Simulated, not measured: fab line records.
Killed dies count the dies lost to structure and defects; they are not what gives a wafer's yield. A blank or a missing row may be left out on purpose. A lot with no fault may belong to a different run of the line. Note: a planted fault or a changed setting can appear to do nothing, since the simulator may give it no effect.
fab line records	flow n5Finfet
[record] lots = 5	wafers = 15	lastDay = 16
route steps=1938 shown GATE_CUT@500 MOL_CONTACT_COAG@517
lots that met no fault: taken from a fault-free run of the same line
startH: hours from the record's first day to the start of the lot's first wafer shown	waitH: how many hours have passed since the lot's step before this one	" the same as in the row above	L1.1+2: a row that stands for several wafers	- no value present, or no start provided	* or withheld: withheld	< > ~ a bound
route shown NAME@n: NAME is a module with steps in the file, n the number in the route of the first one	usual: mean/standard deviation taken from wafers without a fault	same: alike in all rows	chamber/n: place in a boat	sites: the reading at each site	_std_site: standard deviation of those values	_edge_site: inner sites' mean taken away from outer sites' mean	radiusMm: how far each site lies from the wafer's centre	mask NAME#n: copy n	behind: the most recent tool/chamber to have shaped the wafer	hold: what put the lot on hold/how long, in hours/how the hold closed	device: whichever transistor did not switch (one of n, p or np)	end of line: the tests these same wafers got at the end of their route	a step given without rows: its recipe and nothing more	killed: the dies lost at the first sort to structure and to defects; this is not the yield of the wafer	map: a wafer's dies, x killed, . not, _ none there
set.NAME: the run value of the setting; set.NAME@STEP: its run value at that earlier step	model.NAME: the simulator's own value behind a step, which no gauge read
lots seen at some steps along the route; tables by step, rows by wafer
services: the hour from which a tool's chamber was out of use, counted from the record's first day as startH (under 0 if before that day), plus the number of hours and why
[[steps]]
[step N5_GATE_CUT_CUT_ETCH_53]
[recipe] chemistry = SF6/Cl2	target = W	maskMaterial = SiO2	targetDepthA = 792	pressureMtorr = 8	icpW = 900	biasW = 80	SF6_flow_sccm = 40	Cl2_flow_sccm = 60	ends = cleared
[usual] biasW = 80.04/0.24	chamberPressureMTorr = 7.999/0.0083	drypumpMotorCurrentA = 5.87/0.24	etchRfOnTimeS = 26.2/0.38	oesProductAu = 0.73/0.085	throttleValvePct = 28.8/0.32
lot.wafer	tool	chamber	startH	waitH	biasW	chamberPressureMTorr	drypumpMotorCurrentA	etchRfOnTimeS	oesProductAu	rfHoursCounterH	throttleValvePct
L079.1	rieMetal-02	1	113.95	0.1	79.76	8.002	6.13	25.7	0.67	66	28.8
L079.3	"	1	"	"	80.14	8.009	6.12	25.7	0.67	-	28.8
L079.5	"	1	"	"	80.03	8.008	6.12	25.5	0.67	-	28.8
L078.3	rieMetal-02	0	116.54	0.1	79.89	7.987	5.72	26.3	0.83	-	29.0
L078.4	"	1	"	"	80.12	7.995	6.14	25.9	0.66	-	28.8
L078.6	"	0	"	"	79.76	7.984	5.72	26.3	0.83	-	29.0
L081.2	rieMetal-03	0	130.86	0.1	80.23	8.008	5.80	26.0	0.79	-	28.3
L081.4	"	0	"	"	80.56	8.008	5.82	26.2	0.79	-	28.3
L081.5	"	0	"	"	80.14	7.995	5.81	26.2	0.79	-	28.3
L087.3	rieMetal-01	0	164.86	0.1	80.07	8.007	5.42	25.8	0.64	-	28.7
L087.4	"	1	"	"	80.01	7.994	6.17	26.8	0.70	-	29.2
L087.6	"	1	"	"	80.05	8.015	6.12	26.9	0.69	-	29.2
L090.3	rieMetal-02	0	186.58	0.1	80.29	7.986	5.71	26.3	0.80	-	29.0
L090.4	"	1	"	"	79.72	8.004	6.12	25.9	0.65	-	28.8
L090.6	"	0	"	"	80.25	8.009	5.71	26.2	0.80	-	29.0
[step N5_GATE_CUT_CUT_ETCH_54]
[recipe] chemistry = Cl2/BCl3	target = TiN	maskMaterial = SiO2	targetDepthA = 967	pressureMtorr = 10	icpW = 1000	biasW = 126	Cl2_flow_sccm = 53.25	bcl3FlowSccm = 21.75	Ar_flow_sccm = 25	ends = cleared
[usual] biasW = 126.1/0.36	chamberPressureMTorr = 10.001/0.0091	drypumpMotorCurrentA = 5.87/0.24	etchRfOnTimeS = 36.4/0.54	oesProductAu = 0.73/0.084	throttleValvePct = 22.14/0.25
lot.wafer	tool	chamber	startH	waitH	biasW	chamberPressureMTorr	drypumpMotorCurrentA	etchRfOnTimeS	oesProductAu	rfHoursCounterH	throttleValvePct
L079.1	rieMetal-02	1	114.01	0.0	126.6	9.993	6.11	35.8	0.67	66	22.07
L079.3	"	1	"	"	126.5	9.999	6.12	35.7	0.67	-	22.06
L079.5	"	1	"	"	126.4	9.997	6.11	35.9	0.67	-	22.09
L078.3	rieMetal-02	0	116.60	0.0	125.9	10.002	5.69	36.3	0.85	-	22.27
L078.4	"	1	"	"	126.3	10.000	6.13	35.2	0.68	-	22.06
L078.6	"	0	"	"	126.2	10.007	5.68	36.3	0.83	-	22.27
L081.2	rieMetal-03	0	130.98	0.1	126.5	9.999	5.81	36.2	0.78	-	21.75
L081.4	"	0	"	"	125.9	9.986	5.83	35.9	0.80	-	21.75
L081.5	"	0	"	"	125.9	10.006	5.80	36.1	0.79	-	21.76
L087.3	rieMetal-01	0	164.92	0.0	126.2	10.013	5.42	36.1	0.64	-	22.10
L087.4	"	1	"	"	126.1	9.992	6.16	37.6	0.69	-	22.49
L087.6	"	1	"	"	125.6	10.011	6.15	37.7	0.69	-	22.49
L090.3	rieMetal-02	0	186.64	0.0	126.1	9.994	5.68	36.4	0.79	-	22.31
L090.4	"	1	"	"	126.4	10.013	6.14	35.6	0.66	-	22.09
L090.6	"	0	"	"	126.2	10.001	5.66	36.4	0.80	-	22.31
[step N5_GATE_CUT_CUT_ETCH_55]
[recipe] chemistry = BCl3	target = HfO2	maskMaterial = SiO2	targetDepthA = 32	ionEnergyEv = 30	pressureMtorr = 5	icpW = 450	biasW = 18	bcl3FlowSccm = 80
[usual] biasW = 18.01/0.051	chamberPressureMTorr = 5.001/0.0043	drypumpMotorCurrentA = 5.87/0.24	oesProductAu = 0.81/0.095	throttleValvePct = 33.0/0.42
lot.wafer	tool	chamber	startH	waitH	biasW	chamberPressureMTorr	drypumpMotorCurrentA	oesProductAu	rfHoursCounterH	throttleValvePct
L079.1	rieMetal-02	1	114.07	0.0	18.00	4.999	6.10	0.74	66	33.1
L079.3	"	1	"	"	18.05	5.003	6.12	0.73	-	33.1
L079.5	"	1	"	"	18.02	4.998	6.12	0.74	-	33.1
L078.3	rieMetal-02	0	116.65	0.0	18.07	5.011	5.67	0.93	-	33.2
L078.4	"	1	"	"	18.00	5.001	6.14	0.73	-	33.1
L078.6	"	0	"	"	18.01	4.999	5.66	0.93	-	33.2
L081.2	rieMetal-03	0	131.09	0.1	18.05	5.004	5.78	0.88	-	32.3
L081.4	"	0	"	"	17.95	5.006	5.78	0.88	-	32.3
L081.5	"	0	"	"	18.00	4.999	5.80	0.87	-	32.3
L087.3	rieMetal-01	0	164.97	0.0	17.94	4.996	5.43	0.71	-	32.8
L087.4	"	1	"	"	17.95	5.001	6.15	0.76	-	33.5
L087.6	"	1	"	"	17.87	5.001	6.14	0.76	-	33.5
L090.3	rieMetal-02	0	186.69	0.0	17.99	5.003	5.69	0.89	-	33.2
L090.4	"	1	"	"	17.94	4.999	6.11	0.72	-	33.1
L090.6	"	0	"	"	18.01	5.000	5.70	0.88	-	33.3
[step N5_GATE_CUT_ETCH_47]
[recipe] chemistry = Cl2/BCl3	target = SiO2	targetDepthA = 100	pressureMtorr = 10	icpW = 1000	biasW = 126	Cl2_flow_sccm = 53.25	bcl3FlowSccm = 21.75	Ar_flow_sccm = 25
[usual] biasW = 126.1/0.38	chamberPressureMTorr = 10.001/0.0093	drypumpMotorCurrentA = 5.87/0.24	oesProductAu = 0.81/0.094	throttleValvePct = 22.68/0.25
lot.wafer	tool	chamber	startH	waitH	biasW	chamberPressureMTorr	drypumpMotorCurrentA	oesProductAu	rfHoursCounterH	throttleValvePct
L079.1	rieMetal-02	1	114.10	0.0	125.9	10.002	6.12	0.74	66	22.63
L079.3	"	1	"	"	125.6	9.990	6.12	0.73	-	22.61
L079.5	"	1	"	"	125.8	10.022	6.13	0.73	-	22.61
L078.3	rieMetal-02	0	116.68	0.0	125.6	10.019	5.69	0.94	-	22.82
L078.4	"	1	"	"	125.9	9.995	6.14	0.74	-	22.63
L078.6	"	0	"	"	126.0	10.015	5.72	0.95	-	22.83
L081.2	rieMetal-03	0	131.15	0.1	125.9	9.981	5.81	0.88	-	22.29
L081.4	"	0	"	"	125.7	9.997	5.79	0.88	-	22.28
L081.5	"	0	"	"	125.9	10.019	5.81	0.87	-	22.29
L087.3	rieMetal-01	0	165.00	0.0	126.3	10.007	5.43	0.72	-	22.63
L087.4	"	1	"	"	126.4	9.989	6.15	0.77	-	23.02
L087.6	"	1	"	"	126.8	9.997	6.14	0.76	-	23.03
L090.3	rieMetal-02	0	186.72	0.0	126.6	9.997	5.65	0.88	-	22.85
L090.4	"	1	"	"	126.2	9.995	6.13	0.72	-	22.64
L090.6	"	0	"	"	125.9	9.998	5.68	0.88	-	22.84
[step N5_GATE_CUT_VAPOR_ETCH_48]
[recipe] chemistry = BCl3/Cl2	target = TiN	mode = isotropic
[usual] drypumpMotorCurrentA = 5.87/0.24	oesProductAu = 0.81/0.095
lot.wafer	tool	chamber	startH	waitH	drypumpMotorCurrentA	oesProductAu
L079.1	rieMetal-02	1	114.13	0.0	6.13	0.74
L079.3	"	1	"	"	6.12	0.73
L079.5	"	1	"	"	6.12	0.74
L078.3	rieMetal-02	0	116.71	0.0	5.67	0.93
L078.4	"	1	"	"	6.11	0.73
L078.6	"	0	"	"	5.68	0.94
L081.2	rieMetal-03	0	131.21	0.1	5.82	0.86
L081.4	"	0	"	"	5.80	0.87
L081.5	"	0	"	"	5.82	0.87
L087.3	rieMetal-01	0	165.03	0.0	5.44	0.71
L087.4	"	1	"	"	6.15	0.77
L087.6	"	1	"	"	6.15	0.76
L090.3	rieMetal-02	0	186.75	0.0	5.66	0.89
L090.4	"	1	"	"	6.12	0.73
L090.6	"	0	"	"	5.71	0.90
[step N5_GATE_CUT_VAPOR_ETCH_49]
[recipe] chemistry = BCl3/Cl2	target = TiAlC	mode = isotropic
[usual] drypumpMotorCurrentA = 5.87/0.24	oesProductAu = 0.81/0.095
lot.wafer	tool	chamber	startH	waitH	drypumpMotorCurrentA	oesProductAu
L079.1	rieMetal-02	1	114.16	0.0	6.12	0.73
L079.3	"	1	"	"	6.12	0.74
L079.5	"	1	"	"	6.12	0.74
L078.3	rieMetal-02	0	116.74	0.0	5.68	0.93
L078.4	"	1	"	"	6.12	0.74
L078.6	"	0	"	"	5.63	0.93
L081.2	rieMetal-03	0	131.27	0.1	5.80	0.87
L081.4	"	0	"	"	5.83	0.87
L081.5	"	0	"	"	5.82	0.87
L087.3	rieMetal-01	0	165.06	0.0	5.43	0.71
L087.4	"	1	"	"	6.15	0.76
L087.6	"	1	"	"	6.14	0.77
L090.3	rieMetal-02	0	186.78	0.0	5.69	0.87
L090.4	"	1	"	"	6.14	0.71
L090.6	"	0	"	"	5.70	0.89
[step N5_GATE_CUT_VAPOR_ETCH_51]
[recipe] chemistry = BCl3/Cl2	target = HfO2	mode = isotropic
[usual] drypumpMotorCurrentA = 5.87/0.24	oesProductAu = 0.81/0.094
lot.wafer	tool	chamber	startH	waitH	drypumpMotorCurrentA	oesProductAu
L079.1	rieMetal-02	1	114.19	0.0	6.11	0.73
L079.3	"	1	"	"	6.12	0.73
L079.5	"	1	"	"	6.11	0.74
L078.3	rieMetal-02	0	116.77	0.0	5.70	0.94
L078.4	"	1	"	"	6.13	0.73
L078.6	"	0	"	"	5.69	0.93
L081.2	rieMetal-03	0	131.33	0.1	5.82	0.86
L081.4	"	0	"	"	5.78	0.87
L081.5	"	0	"	"	5.76	0.88
L087.3	rieMetal-01	0	165.09	0.0	5.42	0.72
L087.4	"	1	"	"	6.13	0.76
L087.6	"	1	"	"	6.14	0.76
L090.3	rieMetal-02	0	186.81	0.0	5.69	0.88
L090.4	"	1	"	"	6.12	0.72
L090.6	"	0	"	"	5.69	0.89
[step N5_GATE_CUT_STRIP_21]
[recipe] chemistry = N2/H2	timeS = 30	powerW = 1000	tempC = 250	pressureMtorr = withheld	n2FlowSccm = 1750	h2FlowSccm = 3250
[usual] drypumpMotorCurrentA = 5.86/0.26	heaterPowerW = 320/31	n2FlowSccm = 1750/5.1
lot.wafer	tool	chamber	startH	waitH	drypumpMotorCurrentA	heaterPowerW	n2FlowSccm	rfHoursCounterH
L079.1	plasmaAsher-01	0	114.24	0.0	5.66	310	1752	45
L079.3	"	1	"	"	5.76	310	1750	-
L079.5	"	0	"	"	5.68	308	1749	-
L078.3	plasmaAsher-02	1	116.83	0.1	6.39	385	1758	-
L078.4	"	0	"	"	5.94	298	1748	-
L078.6	"	0	"	"	5.93	295	1755	-
L081.2	plasmaAsher-01	1	131.40	0.1	5.75	314	1745	48
L081.4	"	0	"	"	5.67	298	1740	-
L081.5	"	0	"	"	5.66	309	1750	-
L087.3	plasmaAsher-01	1	165.15	0.1	5.75	307	1751	-
L087.4	"	0	"	"	5.65	312	1741	-
L087.6	"	0	"	"	5.64	309	1746	-
L090.3	plasmaAsher-02	1	186.87	0.1	6.39	376	1756	-
L090.4	"	0	"	"	5.92	303	1746	-
L090.6	"	0	"	"	5.93	301	1752	-
[step N5_GATE_CUT_STRIP_29]
[recipe] chemistry = postEtchResidueRemover	timeS = 60	tempC = 25	removerPh = withheld	removerWaterWtPct = withheld	removerFluorideWtPct = withheld
lot.wafer	tool	chamber	startH	waitH
L079.1+3+5	wetBench-06	6,1,0	114.33	0.1
L078.3+4+6	wetBench-01	7,0,4	116.90	0.0
L081.2+4+5	wetBench-01	6,0,5	131.49	0.1
L087.3+4+6	wetBench-06	1,6,5	165.22	0.0
L090.3+4+6	wetBench-01	2,3,1	186.94	0.0
[step N5_GATE_CUT_SRD_52]
[recipe] dry = ipaMarangoni	timeS = 30	tempC = 23	rinseLiquid = diw
lot.wafer	tool	chamber	startH	waitH
L079.1+3+5	wetBench-06	6,1,0	114.35	0.0
L078.3+4+6	wetBench-01	7,0,4	116.92	0.0
L081.2+4+5	wetBench-01	6,0,5	131.51	0.0
L087.3+4+6	wetBench-06	1,6,5	165.24	0.0
L090.3+4+6	wetBench-01	2,3,1	186.96	0.0
[step N5_GATE_CUT_ALD_22]
[recipe] material = SiNx	targetThkA = 160	tempC = 400	aldPrecursorFamily = SiH2I2	aldCoReactant = N2/H2-plasma	pulseTimeS = 1	aldCycles = 320	purgeTimeS = 2	coReactantPurgeTimeS = 2	pressureTorr = 2
[usual] heaterPowerW = 874/100	precursorPulseHeightRel = 1.000/0.018
[same] coReactantPurgeTimeS = 2
lot.wafer	tool	chamber	startH	waitH	heaterPowerW	precursorPulseHeightRel	sinceWetCleanH
L079.1	aldSin-02	3	114.39	0.0	881	1.013	16
L079.3	"	2	"	"	902	1.015	16
L079.5	"	2	"	"	920	1.015	-
L078.3	aldSin-04	3	117.03	0.1	870	1.011	109
L078.4	"	1	"	"	735	1.021	109
L078.6	"	3	"	"	839	0.990	-
L081.2	aldSin-04	3	131.55	0.0	867	1.008	124
L081.4	"	0	"	"	844	0.992	124
L081.5	"	2	"	"	957	0.997	-
L087.3	aldSin-03	3	165.29	0.0	722	1.013	355
L087.4	"	2	"	"	821	1.018	355
L087.6	"	2	"	"	853	1.032	-
L090.3	aldSin-02	2	188.08	1.1	905	1.016	89
L090.4	"	1	"	"	822	0.989	89
L090.6	"	0	"	"	1115	0.982	-
[step N5_GATE_CUT_CMP_23]
[recipe] stopOn = SiO2	tOverpolishS = 23.4	postCmpClean = alkalineBrush	downForcePsi = 2.5	platenRpm = 51.8	padVelocityMS = 1.0307	targetThkNm = 16
[usual] motorCurrentA = 9.3/0.62	overpolishRunS = 23.401/0.0098	slurryFilterDpKPa = 13.49/0.15	timeToEndpointS = 19.2/1.7
lot.wafer	tool	chamber	startH	waitH	motorCurrentA	overpolishRunS	slurryFilterDpKPa	timeToEndpointS
L079.1	cmp-01	3	115.92	0.8	10.0	23.401	13.45	20.9
L079.3	"	0	"	"	9.2	23.401	13.32	20.1
L079.5	"	3	"	"	10.6	23.398	13.57	22.3
L078.4	cmp-02	0	118.52	0.8	9.5	23.408	13.61	16.5
L078.3	"	3	"	"	8.0	23.389	13.89	18.6
L078.6	"	1	"	"	9.1	23.388	13.47	18.1
L081.4	cmp-01	2	133.08	0.8	9.6	23.404	13.44	19.5
L081.2	"	0	"	"	9.1	23.406	13.42	19.6
L081.5	"	2	"	"	9.5	23.414	13.70	21.6
L087.4	cmp-02	2	166.78	0.8	9.3	23.396	13.58	20.6
L087.3	"	0	"	"	9.4	23.396	13.67	19.1
L087.6	"	2	"	"	9.1	23.410	13.43	19.6
L090.3	cmp-01	3	189.61	0.8	10.1	23.390	13.69	19.7
L090.4	"	1	"	"	8.6	23.389	13.44	21.0
L090.6	"	3	"	"	10.0	23.413	13.58	22.0
[step N5_GATE_CUT_THK_MEAS_24]
[recipe] reads = SiO2_of_GATE_CUT_HM_DEP_46+SiO2_flowable_of_ILD0_FCVD_FILL_01
[usual] GC_FILL_THK = 220.0/1.8
lot.wafer	tool	chamber	startH	waitH	GC_FILL_THK[nm]
L079.1	filmMetro-02	-	116.18	-	218.5
L079.3	"	-	"	"	219.4
L079.5	"	-	"	"	219.7
L078.3	filmMetro-02	-	118.81	-	219.7
L078.4	"	-	"	"	220.7
L078.6	"	-	"	"	219.9
L081.2	filmMetro-02	-	133.34	-	218.9
L081.4	"	-	"	"	222.0
L081.5	"	-	"	"	221.3
L087.3	filmMetro-01	-	167.07	-	221.5
L087.4	"	-	"	"	224.1
L087.6	"	-	"	"	225.6
L090.3	filmMetro-01	-	189.86	-	216.6
L090.4	"	-	"	"	219.0
L090.6	"	-	"	"	218.7
[step N5_GATE_CUT_CMP_43]
[recipe] material = SiO2	postCmpClean = rinseOnly
[usual] motorCurrentA = 12.3/0.84	slurryFilterDpKPa = 13.50/0.12
lot.wafer	tool	chamber	startH	waitH	motorCurrentA	slurryFilterDpKPa
L079.3	cmp-04	0	116.37	0.2	11.7	13.64
L079.1	"	1	"	"	12.6	13.39
L079.5	"	3	"	"	11.9	13.66
L078.4	cmp-01	0	118.84	0.0	12.9	13.49
L078.3	"	3	"	"	13.8	13.60
L078.6	"	1	"	"	12.4	13.31
L081.2	cmp-04	1	133.45	0.1	12.9	13.54
L081.4	"	3	"	"	12.1	13.64
L081.5	"	0	"	"	12.2	13.54
L087.4	cmp-02	2	167.10	0.0	12.6	13.53
L087.3	"	0	"	"	13.3	13.39
L087.6	"	3	"	"	10.7	13.53
L090.4	cmp-04	3	189.89	0.0	12.5	13.46
L090.3	"	0	"	"	12.5	13.69
L090.6	"	0	"	"	12.2	13.66
[step N5_GATE_CUT_CMP_61]
[recipe] stopOn = SiNx	tOverpolishS = 3	postCmpClean = alkalineBrush	downForcePsi = 4	platenRpm = 27.09	padVelocityMS = 0.539
[usual] motorCurrentA = 12.3/0.83	slurryFilterDpKPa = 13.50/0.12
lot.wafer	tool	chamber	startH	waitH	motorCurrentA	slurryFilterDpKPa
L079.3	cmp-04	0	116.75	0.3	12.2	13.62
L079.1	"	1	"	"	12.8	13.60
L079.5	"	3	"	"	11.3	13.55
L078.4	cmp-01	0	119.32	0.4	12.1	13.34
L078.3	"	3	"	"	13.6	13.48
L078.6	"	1	"	"	11.9	13.32
L081.2	cmp-04	1	133.88	0.3	12.5	13.43
L081.4	"	3	"	"	11.3	13.42
L081.5	"	0	"	"	12.3	13.43
L087.4	cmp-02	2	167.58	0.4	12.2	13.44
L087.3	"	0	"	"	13.0	13.48
L087.6	"	3	"	"	10.4	13.32
L090.4	cmp-04	3	190.37	0.4	12.3	13.42
L090.3	"	0	"	"	11.4	13.70
L090.6	"	0	"	"	12.1	13.53
[step N5_GATE_CUT_INSPECT_26]
[recipe] inspectInstrument = darkfield	mode = postCmp
[usual] rawDefectCount = 42/16
lot.wafer	tool	chamber	startH	waitH	rawDefectCount
L079.1	defectInspect-01	-	116.92	0.0	46
L079.3	"	-	"	"	25
L079.5	"	-	"	"	35
L078.3	defectInspect-02	-	119.55	0.0	21
L078.4	"	-	"	"	24
L078.6	"	-	"	"	27
L081.2	defectInspect-01	-	134.08	0.0	19
L081.4	"	-	"	"	26
L081.5	"	-	"	"	27
L087.3	defectInspect-01	-	167.81	0.0	53
L087.4	"	-	"	"	65
L087.6	"	-	"	"	46
L090.3	defectInspect-02	-	190.60	0.0	19
L090.4	"	-	"	"	41
L090.6	"	-	"	"	21
[step N5_MOL_CONTACT_COAG_COAT_103]
[recipe] resist = SOC	tempC = 250	timeS = 60	spinRpm = 1500	resistThkNm = 80
lot.wafer	tool	chamber	startH	waitH
L079.1+3+5	lithoTrack-01	0	116.95	0.0
L078.3+4+6	lithoTrack-04	0	119.58	0.0
L081.2+4+5	lithoTrack-01	0	134.11	0.0
L087.3+4+6	lithoTrack-01	0	167.84	0.0
L090.3+4+6	lithoTrack-03	0	190.64	0.0
[step N5_MOL_CONTACT_COAG_COAT_104]
[recipe] resist = SiARC	tempC = 220	timeS = 60	spinRpm = 1500	resistThkNm = 12
lot.wafer	tool	chamber	startH	waitH
L079.1+3+5	lithoTrack-01	0	-	-
L078.3+4+6	lithoTrack-04	0	-	-
L081.2+4+5	lithoTrack-01	0	-	-
L087.3+4+6	lithoTrack-01	0	-	-
L090.3+4+6	lithoTrack-03	0	-	-
[step N5_MOL_CONTACT_COAG_COAT_58]
[recipe] resist = underlayer	tempC = 205	timeS = 60	spinRpm = 1500	resistThkNm = 10
lot.wafer	tool	chamber	startH	waitH
L079.1+3+5	lithoTrack-01	0	-	-
L078.3+4+6	lithoTrack-04	0	-	-
L081.2+4+5	lithoTrack-01	0	-	-
L087.3+4+6	lithoTrack-01	0	-	-
L090.3+4+6	lithoTrack-03	0	-	-
[step N5_MOL_CONTACT_COAG_COAT_02]
[recipe] resist = CAR-EUV	spinRpm = 1500	resistThkNm = 30
lot.wafer	tool	chamber	startH	waitH
L079.1+3+5	lithoTrack-01	0	-	-
L078.3+4+6	lithoTrack-04	0	-	-
L081.2+4+5	lithoTrack-01	0	-	-
L087.3+4+6	lithoTrack-01	0	-	-
L090.3+4+6	lithoTrack-03	0	-	-
[step N5_MOL_CONTACT_COAG_EBR_04]
[recipe] solvent = PGMEA	ebrWidthMm = 1.5
lot.wafer	tool	chamber	startH	waitH
L079.1+3+5	lithoTrack-01	0	-	-
L078.3+4+6	lithoTrack-04	0	-	-
L081.2+4+5	lithoTrack-01	0	-	-
L087.3+4+6	lithoTrack-01	0	-	-
L090.3+4+6	lithoTrack-03	0	-	-
[step N5_MOL_CONTACT_COAG_SOFTBAKE_03]
[recipe] tempC = 110	timeS = 60	resist = CAR-EUV
lot.wafer	tool	chamber	startH	waitH
L079.1+3+5	lithoTrack-01	0	-	-
L078.3+4+6	lithoTrack-04	0	-	-
L081.2+4+5	lithoTrack-01	0	-	-
L087.3+4+6	lithoTrack-01	0	-	-
L090.3+4+6	lithoTrack-03	0	-	-
[step N5_MOL_CONTACT_COAG_EXPOSE_05]
[recipe] maskId = CA	na = 0.33	sourceShape = annular	sigmaInner = 0.4	sigmaOuter = 0.8	polarization = unpolarized	defocusNm = 0	doseMj = 38.25
[usual] stageMsdNm = 0.869/0.015
lot.wafer	tool	chamber	startH	waitH	mask	stageMsdNm
L079.1	euvScanner-01	0	117.09	-	CA#0	0.868
L079.3	"	0	"	"	CA#0	0.869
L079.5	"	0	"	"	CA#0	0.870
L078.3	euvScanner-01	0	119.73	-	CA#0	0.867
L078.4	"	0	"	"	CA#0	0.863
L078.6	"	0	"	"	CA#0	0.866
L081.2	euvScanner-01	0	134.25	-	CA#0	0.862
L081.4	"	0	"	"	CA#0	0.862
L081.5	"	0	"	"	CA#0	0.860
L087.3	euvScanner-01	0	167.99	-	CA#0	0.854
L087.4	"	0	"	"	CA#0	0.853
L087.6	"	0	"	"	CA#0	0.855
L090.3	euvScanner-02	0	190.79	-	CA#0	0.882
L090.4	"	0	"	"	CA#0	0.880
L090.6	"	0	"	"	CA#0	0.876
[step N5_MOL_CONTACT_COAG_PEB_06]
[recipe] pebTempC = 100	pebTimeS = 60	resist = CAR-EUV
lot.wafer	tool	chamber	startH	waitH
L079.1+3+5	lithoTrack-03	0	117.15	0.1
L078.3+4+6	lithoTrack-04	0	119.78	0.0
L081.2+4+5	lithoTrack-01	0	134.31	0.0
L087.3+4+6	lithoTrack-04	0	168.05	0.0
L090.3+4+6	lithoTrack-01	0	190.84	0.0
[step N5_MOL_CONTACT_COAG_DEVELOP_07]
[recipe] developTimeS = 30	developer = TMAH	resist = CAR-EUV	rinseLiquid = surfactantRinse	dry = airSpin	devTempC = 23
lot.wafer	tool	chamber	startH	waitH
L079.1+3+5	lithoTrack-03	0	-	-
L078.3+4+6	lithoTrack-04	0	-	-
L081.2+4+5	lithoTrack-01	0	-	-
L087.3+4+6	lithoTrack-04	0	-	-
L090.3+4+6	lithoTrack-01	0	-	-
[step N5_MOL_CONTACT_COAG_CD_MEAS_08]
[recipe] targetCdNm = 28	landingEnergyEv = 500	detector = seInlens	polarity = opening
[usual] cdNm = 28.03/0.25
lot.wafer	tool	chamber	startH	waitH	cdNm
L079.1	cdSem-03	0	117.22	-	28.43
L079.3	"	0	"	"	28.13
L079.5	"	0	"	"	27.86
L078.3	cdSem-01	0	119.85	-	27.83
L078.4	"	0	"	"	27.71
L078.6	"	0	"	"	27.74
L081.2	cdSem-02	0	134.38	-	27.76
L081.4	"	0	"	"	27.89
L081.5	"	0	"	"	28.17
L087.3	cdSem-02	0	168.11	-	28.04
L087.4	"	0	"	"	28.06
L087.6	"	0	"	"	27.70
L090.3	cdSem-03	0	190.90	-	27.65
L090.4	"	0	"	"	28.13
L090.6	"	0	"	"	27.88
[step N5_MOL_CONTACT_COAG_OVL_MEAS_09]
[recipe] pointsPerWafer = 522
[usual] CA_OVL = -0.4/0.75
[same] pointsPerWafer = 522
lot.wafer	tool	chamber	startH	waitH	CA_OVL[nm]
L079.1	overlay-01	0	117.25	0.0	-0.3
L079.3	"	0	"	"	-0.1
L079.5	"	0	"	"	-0.2
L078.3	overlay-01	0	119.89	0.0	-0.3
L078.4	"	0	"	"	-0.3
L078.6	"	0	"	"	-0.5
L081.2	overlay-01	0	134.41	0.0	-0.8
L081.4	"	0	"	"	-0.7
L081.5	"	0	"	"	-0.1
L087.3	overlay-02	0	168.15	0.0	0.2
L087.4	"	0	"	"	0.5
L087.6	"	0	"	"	1.2
L090.3	overlay-01	0	190.94	0.0	-1.3
L090.4	"	0	"	"	-0.7
L090.6	"	0	"	"	-0.8
[step N5_MOL_CONTACT_COAG_INSPECT_10]
[recipe] mode = adi	inspectInstrument = brightfield
[usual] rawDefectCount = 76/28
lot.wafer	tool	chamber	startH	waitH	rawDefectCount
L079.1	defectInspect-01	-	117.31	0.1	75
L079.3	"	-	"	"	49
L079.5	"	-	"	"	77
L078.3	defectInspect-01	-	119.94	0.0	50
L078.4	"	-	"	"	51
L078.6	"	-	"	"	64
L081.2	defectInspect-02	-	134.46	0.0	36
L081.4	"	-	"	"	53
L081.5	"	-	"	"	47
L087.3	defectInspect-02	-	168.20	0.0	85
L087.4	"	-	"	"	111
L087.6	"	-	"	"	87
L090.3	defectInspect-01	-	190.99	0.0	37
L090.4	"	-	"	"	65
L090.6	"	-	"	"	49
[step N5_MOL_CONTACT_COAG_DESCUM_13]
[recipe] chemistry = O2	timeS = 7	sourcePowerW = 50	biasPowerW = 20	pressureMtorr = 20	rfFrequencyHz = 2.712e+07	tempC = 40	resist = CAR-EUV	o2FlowSccm = 225
[usual] chamberPressureMTorr = 20.003/0.017	drypumpMotorCurrentA = 5.9/0.37	oesProductAu = 0.80/0.1	rfVppV = 243.2/1.6	showerheadPlenumPTorr = 2.09/0.088	throttleValvePct = 20.44/0.22
lot.wafer	tool	chamber	startH	waitH	chamberPressureMTorr	drypumpMotorCurrentA	oesProductAu	rfHoursCounterH	rfVppV	showerheadPlenumPTorr	throttleValvePct
L079.1	rieDiel-03	1	117.45	0.1	19.972	5.9	0.69	239	243.1	2.15	20.93
L079.3	"	0	"	"	20.034	5.5	0.72	195	242.7	2.08	20.36
L079.5	"	0	"	"	19.994	5.6	0.72	-	243.5	2.08	20.36
L078.3	rieDiel-03	1	121.21	1.3	20.002	5.9	0.68	241	245.7	2.14	20.91
L078.4	"	3	"	"	19.999	6.1	0.80	88	244.2	2.20	20.58
L078.6	"	0	"	"	20.006	5.5	0.72	-	243.6	2.08	20.38
L081.2	rieDiel-06	3	134.51	0.0	19.984	6.4	0.68	246	243.3	2.06	20.59
L081.4	"	3	"	"	20.014	6.4	0.69	-	241.6	2.06	20.58
L081.5	"	2	"	"	19.996	6.3	0.69	-	243.0	2.07	20.56
L087.3	rieDiel-03	1	168.75	0.6	19.963	5.9	0.97	6	243.7	2.14	20.59
L087.4	"	3	"	"	20.003	6.2	0.78	113	244.8	2.19	20.62
L087.6	"	0	"	"	20.031	5.5	0.71	-	245.2	2.08	20.40
L090.3	rieDiel-06	2	191.02	0.0	19.977	6.3	0.98	8	242.8	2.06	20.24
L090.4	"	3	"	"	20.028	6.4	0.91	21	242.9	2.05	20.23
L090.6	"	3	"	"	20.001	6.4	0.91	-	242.0	2.05	20.24
[[services]]
tool	chamber	startH	hours	kind
aldSin-02	0	94.19	5.9	repair
euvScanner-02	-	94.74	1.0	pm
aldSin-02	1	98.95	60.0	repair
cmp-02	-	101.97	2.8	repair
cmp-02	-	109.63	1.5	repair
euvScanner-02	-	114.09	41.1	repair
aldSin-04	3	121.37	8.2	repair
cmp-01	-	123.11	4.0	pm
cmp-01	-	129.59	1.2	repair
cmp-04	-	130.10	0.3	repair
rieDiel-06	0	131.83	6.3	repair
aldSin-04	0	133.24	22.3	repair
cmp-02	-	141.17	2.8	pm
cmp-01	-	148.50	5.8	pm
euvScanner-01	-	150.16	1.0	pm
euvScanner-02	-	155.21	1.0	pm
lithoTrack-04	-	156.78	-	consumableReplace:filter
euvScanner-02	-	156.94	12.0	pm
cmp-04	-	159.45	7.9	repair
rieDiel-03	0	160.20	1.9	repair
cmp-01	-	161.64	7.7	pm
euvScanner-01	-	175.94	1.0	repair
aldSin-03	-	178.86	14.0	pm
cmp-02	-	183.58	4.0	pm
[[key]]
fault none
